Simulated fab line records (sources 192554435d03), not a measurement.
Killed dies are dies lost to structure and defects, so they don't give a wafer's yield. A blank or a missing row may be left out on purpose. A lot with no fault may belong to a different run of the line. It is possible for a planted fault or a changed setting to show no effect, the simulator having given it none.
Which tool did it?	flow n5_finfet	24 lots, 72 wafers sampled, at 2 steps of a route of 1938

## WHAT THE GAUGES READ, wafer by wafer
N5_BEOL_M1_OCD_MEAS_38.
lot	measured	on	trench_depth_nm (nm)
L074	day 7 05:38	ocd-01	55.0 55.1 54.1
L076	day 7 06:32	ocd-02	54.6 56.2 57.7
L078	day 7 08:37	ocd-01	56.3 54.9 54.5
L077	day 7 08:40	ocd-02	55.3 55.8 55.4
L075	day 7 08:41	ocd-01	55.3 57.1 55.1
L079	day 7 12:00	ocd-02	56.1 56.4 55.4
L080	day 7 16:33	ocd-02	55.1 57.2 55.9
L081	day 8 13:14	ocd-01	54.4 56.1 56.6
L082	day 8 18:38	ocd-01	56.9 56.6 56.4
L083	day 8 21:54	ocd-02	55.5 54.4 54.5
L084	day 9 12:58	ocd-01	54.4 55.1 56.6
L086	day 9 16:10	ocd-02	55.5 54.3 55.3
L085	day 9 22:41	ocd-02	56.1 57.3 56.4
L087	day 10 04:15	ocd-02	56.6 54.8 56.8
L088	day 10 20:25	ocd-02	55.9 57.1 57.1
L089	day 11 05:05	ocd-01	56.3 54.6 56.5
L090	day 11 05:27	ocd-01	53.4 55.4 55.8
L091	day 11 08:31	ocd-02	53.8 55.7 54.3
L092	day 11 11:16	ocd-01	57.2 56.4 58.0
L093	day 11 15:10	ocd-01	54.9 54.9 54.5
L094	day 11 18:29	ocd-01	53.7 54.6 53.8
L095	day 12 05:52	ocd-02	54.4 55.0 53.6
L096	day 12 06:33	ocd-02	54.5 57.2 57.1
L097	day 12 10:52	ocd-02	54.9 55.1 55.5

## WHICH TOOL RAN EACH LOT (tool, then ch and the chambers of the sampled wafers, then the start)
lot	N5_BEOL_M1_VIA_ETCH_34
L074	rie_diel-04 ch 0,2,3, day 7 05:22
L076	rie_diel-01 ch 1,3, day 7 06:16
L078	rie_diel-01 ch 1,2,3, day 7 08:22
L077	rie_diel-04 ch 0,1, day 7 08:24
L075	rie_diel-05 ch 0,2, day 7 08:26
L079	rie_diel-01 ch 0,1,2, day 7 11:44
L080	rie_diel-01 ch 0,1,3, day 7 16:18
L081	rie_diel-01 ch 2,3, day 8 12:59
L082	rie_diel-01 ch 0,1,2, day 8 18:22
L083	rie_diel-04 ch 0,2, day 8 21:39
L084	rie_diel-05 ch 0,1,3, day 9 12:41
L086	rie_diel-01 ch 2,3, day 9 15:54
L085	rie_diel-01 ch 1,2, day 9 22:26
L087	rie_diel-01 ch 1,3, day 10 03:59
L088	rie_diel-01 ch 0,1,3, day 10 20:10
L089	rie_diel-05 ch 0,1,2, day 11 04:50
L090	rie_diel-05 ch 0,2,3, day 11 05:12
L091	rie_diel-01 ch 2,3, day 11 08:15
L092	rie_diel-01 ch 0,2, day 11 11:01
L093	rie_diel-04 ch 0,1, day 11 14:54
L094	rie_diel-04 ch 0,2, day 11 18:14
L095	rie_diel-04 ch 0,1,3, day 12 05:35
L096	rie_diel-01 ch 0,1,3, day 12 06:18
L097	rie_diel-04 ch 0,1,2, day 12 10:37
- N5_BEOL_M1_VIA_ETCH_34: etches the open film in C4F6/O2, target depth 67.8 nm, time 64.4 s.

## AS READ BY THE TOOLS THEMSELVES (means over the sampled wafers that have a number; for cases with no such wafer, the mark the record gives instead)
N5_BEOL_M1_VIA_ETCH_34.
lot	tool	drypump_motor_current_A (A)	oes_product_au (a.u.)	rf_vpp_V (V)	showerhead_plenum_p_Torr (Torr)	throttle_valve_pct (%)
L074	rie_diel-04	5.7	0.73	660	2.80	30.88
L076	rie_diel-01	6.3	0.86	661	2.85	30.79
L078	rie_diel-01	5.9	0.83	662	2.87	30.60
L077	rie_diel-04	5.8	0.76	669	2.80	30.95
L075	rie_diel-05	5.0	0.74	657	2.87	30.94
L079	rie_diel-01	5.8	0.77	675	2.91	30.66
L080	rie_diel-01	6.2	0.78	673	2.88	30.85
L081	rie_diel-01	5.5	0.87	662	2.86	30.60
L082	rie_diel-01	5.8	0.76	675	2.90	30.68
L083	rie_diel-04	5.7	0.72	660	2.78	30.84
L084	rie_diel-05	5.2	0.82	659	2.90	30.94
L086	rie_diel-01	5.5	0.86	662	2.86	30.62
L085	rie_diel-01	5.8	0.75	665	2.89	30.45
L087	rie_diel-01	6.2	0.76	663	2.87	30.64
L088	rie_diel-01	6.2	0.84	672	2.88	30.84
L089	rie_diel-05	5.4	0.76	657	2.89	31.06
L090	rie_diel-05	5.1	0.77	655	2.82	30.95
L091	rie_diel-01	5.9	0.86	660	2.82	30.81
L092	rie_diel-01	5.8	0.90	685	2.90	30.85
L093	rie_diel-04	5.8	0.73	668	2.78	30.96
L094	rie_diel-04	5.7	0.70	659	2.77	30.85
L095	rie_diel-04	5.8	0.73	668	2.79	31.05
L096	rie_diel-01	6.2	0.82	673	2.87	30.84
L097	rie_diel-04	5.7	0.75	655	2.76	30.86

## THE ANSWER, worked out from the rows above alone
Rule: the usual values come from the lots themselves. Put in order of their means at a reading, lots are off if they are a third of the lots or fewer, leave a main group of 4 or more, and stand apart from it by a gap of 3 or more times the standard deviation of the main group's means; of several such gaps the widest counts. Not used: any main group whose means are identical at the precision the tables above print for the reading. A lot without any number at a reading at which 4 lots or more have one is off too. All remaining lots with rows at the step are treated as sound. After the gauges, taken in route order, come the tools' own readings; for these a lot's mean is taken, as printed above. The first step at which some lot is off is used, and at that step the reading that is off furthest; a lot without a number counts as furthest.
None of the lots is off at any reading shown; this tells nothing.

## WHAT WAS PUT IN BY THE SIMULATOR
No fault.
